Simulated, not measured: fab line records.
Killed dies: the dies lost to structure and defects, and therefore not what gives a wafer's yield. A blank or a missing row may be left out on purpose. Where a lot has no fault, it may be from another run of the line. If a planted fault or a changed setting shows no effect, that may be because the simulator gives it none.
A lot that was struck, set against a sound lot + flow n5Finfet + 41 steps out of a route of 1938
Sound: wafers L426.1, L426.2, L426.5. Struck: wafer L438.4. The cause is named last.
Per side, at each step with rows, come the tool, then ch with its chambers, and then its first start. Under that, the readings that differ: sound wafers + struck wafers + difference of the means + sigmas: that difference in standard deviations of wafers without a fault.
alike: readings whose means differ by less than 2 such deviations, and words and numbers that are the same on both sides. not compared: withheld readings, readings that some wafer has no value for, bounds like >300 that may hide the same value, and numbers for which the record gives no deviation and whose values overlap.
A row with sigmas, a row that says differs or no value, or rows on one side alone: a step with any of these is where the two part. When numbers do not overlap yet have no deviation, they are printed without sigmas and do not part them. A reading missing from all wafers of one side parts the sides only when that side holds two or more wafers.

first, 1 step without rows for these wafers: N5_BEOL_M0_STRIP_142 (strips in N2/H2, time 10 s).
N5_BEOL_M0_OCD_MEAS_108:
  sound on ocd-02, day 7 05:15; struck on ocd-01, day 10 05:52
  alike: trenchDepthNm
then, 2 steps without rows for these wafers: N5_BEOL_M0_HM_STRIP_129 (strips TiN in peroxide tin strip, target depth 17 nm, time 108 s); N5_BEOL_M0_SRD_130 (time 30 s).
N5_BEOL_M0_ETCH_109: etches SiCN in CH3F/O2, target depth 8 nm, overetch 2.4 nm, time 27.4 s.
  sound on rieDiel-03 ch 0,2,3, day 7 05:27; struck on rieDiel-05 ch 1, day 10 06:01
  alike: drypumpMotorCurrentA, oesProductAu, rfVppV, showerheadPlenumPTorr, throttleValvePct
  not compared: rfHoursCounterH
then, 7 steps without rows for these wafers: N5_BEOL_M0_STRIP_139 (strips in post etch residue remover, time 60 s); N5_BEOL_M0_SRD_111 (time 30 s); N5_BEOL_M0_DEGAS_112 (time 60 s); N5_BEOL_M0_PRE_CLEAN_113 (time 30 s); N5_BEOL_M0_ALD_136 (deposits TaN, pulse time 2 s, purge time 3 s, co reactant purge time 2 s); N5_BEOL_M0_SURFACE_TREAT_137; N5_BEOL_M0_CVD_115 (deposits Co from CCTBA/H2, time 120 s).
N5_BEOL_M0_SPUTTER_116: material Cu, target thk 4 nm, time 7.37 s.
  sound on pvdSputter-01, day 7 06:31; struck on pvdSputter-03, day 10 07:34
  alike: chuckGasFlowSccm, throttleValvePct
then, 2 steps without rows for these wafers: N5_BEOL_M0_ANNEAL_117 (time 60 s); N5_BEOL_M0_SPUTTER_132 (material Cu, target thk 4 nm, time 7.37 s).
N5_BEOL_M0_ANNEAL_133: time 60 s.
  sound on pvdSputter-01, day 7 06:43; struck on pvdSputter-03, day 10 07:46
  alike: heaterPowerW
then, 2 steps without rows for these wafers: N5_BEOL_M0_SPUTTER_134 (material Cu, target thk 4 nm, time 7.37 s); N5_BEOL_M0_ANNEAL_135 (time 60 s).
N5_BEOL_M0_SPUTTER_141: material Cu, target thk 4 nm, time 7.37 s.
  sound on pvdSputter-01, day 7 06:52; struck on pvdSputter-03, day 10 07:56
  alike: chuckGasFlowSccm, throttleValvePct
then, 3 steps without rows for these wafers: N5_BEOL_M0_ECD_118 (material Cu, target thk 300 nm); N5_BEOL_M0_ANNEAL_119 (time 90 s); N5_BEOL_M0_CMP_120 (polishes, stops on SiOC, t overpolish 6.9 s).
N5_BEOL_M0_PRE_CLEAN_131: time 15 s.
  sound on cvdCo-02 ch 0,2, day 7 07:43; struck on cvdCo-02 ch 2, day 10 08:46
  alike: heaterPowerOuterW, heaterPowerW
then, 3 steps without rows for these wafers: N5_BEOL_M0_CO_CAP_123 (material Co, precursor CCTBA/H2, target thk 2 nm, time 102.1 s); N5_BEOL_M0_PRE_CLEAN_124 (time 15 s); N5_BEOL_M0_DEP_125 (deposits SiCN from 3MS/NH3, target thk 8 nm, time 14 s).
N5_BEOL_M0_RS_MEAS_126: measurement is done with a four-point probe.
  sound on filmMetro-02, day 7 08:00; struck on filmMetro-02, day 10 09:01
| reading        | sound             | struck | difference | sigmas |
|----------------|-------------------|--------|------------|--------|
| M0_RS (ohm/sq) | 0.547 0.523 0.512 | 0.489  | -0.038     | -2     |
then, 1 step without rows for these wafers: N5_BEOL_M1_ILD_DEP_00 (deposits SiOC from DEMS/O2, target thk 79 nm, time 15.3 s).
N5_BEOL_M1_THK_MEAS_01:
  sound on filmMetro-02, day 7 08:08; struck on filmMetro-02, day 10 09:10
  alike: M1_ILD_THK
then, 1 step without rows for these wafers: N5_BEOL_M1_PECVD_72 (deposits SiO2 from TEOS/O2, target thk 16 nm, time 18 s).
N5_BEOL_M1_HM_DEP_02: deposits TiN, target thk 20 nm.
  sound on pvdSputter-01, day 7 08:14; struck on pvdSputter-03, day 10 09:53
| reading              | sound          | struck | difference | sigmas |
|----------------------|----------------|--------|------------|--------|
| throttleValvePct (%) | 31.2 30.6 30.7 | 27.9   | -2.9       | -2     |
then, 9 steps without rows for these wafers: N5_BEOL_M1_COAT_61 (time 60 s, resist thk 60 nm); N5_BEOL_M1_COAT_62 (time 60 s, resist thk 12 nm); N5_BEOL_M1_COAT_73 (time 60 s, resist thk 5 nm); N5_BEOL_M1_COAT_05 (resist thk 30 nm); N5_BEOL_M1_EBR_07; N5_BEOL_M1_SOFTBAKE_06 (time 60 s); N5_BEOL_M1_EXPOSE_08 (exposes mask M1); N5_BEOL_M1_PEB_09 (peb time 60 s); N5_BEOL_M1_DEVELOP_10 (develop time 30 s).
-- record jumps: 8 days separate the struck wafers' starts on either side; left off in module BEOL_M1, taken up again in module PASSIVATION, whose first shown step is the route's number 1936 --
N5_PASSIVATION_PROBE_49:
  only the struck wafers here have rows in the record (prober-01, day 18 05:01); the sound ones have none

WHERE THEY PART
Earliest at N5_BEOL_M0_RS_MEAS_126; latest, in this record, at N5_PASSIVATION_PROBE_49.

WHY: what the simulator had put in
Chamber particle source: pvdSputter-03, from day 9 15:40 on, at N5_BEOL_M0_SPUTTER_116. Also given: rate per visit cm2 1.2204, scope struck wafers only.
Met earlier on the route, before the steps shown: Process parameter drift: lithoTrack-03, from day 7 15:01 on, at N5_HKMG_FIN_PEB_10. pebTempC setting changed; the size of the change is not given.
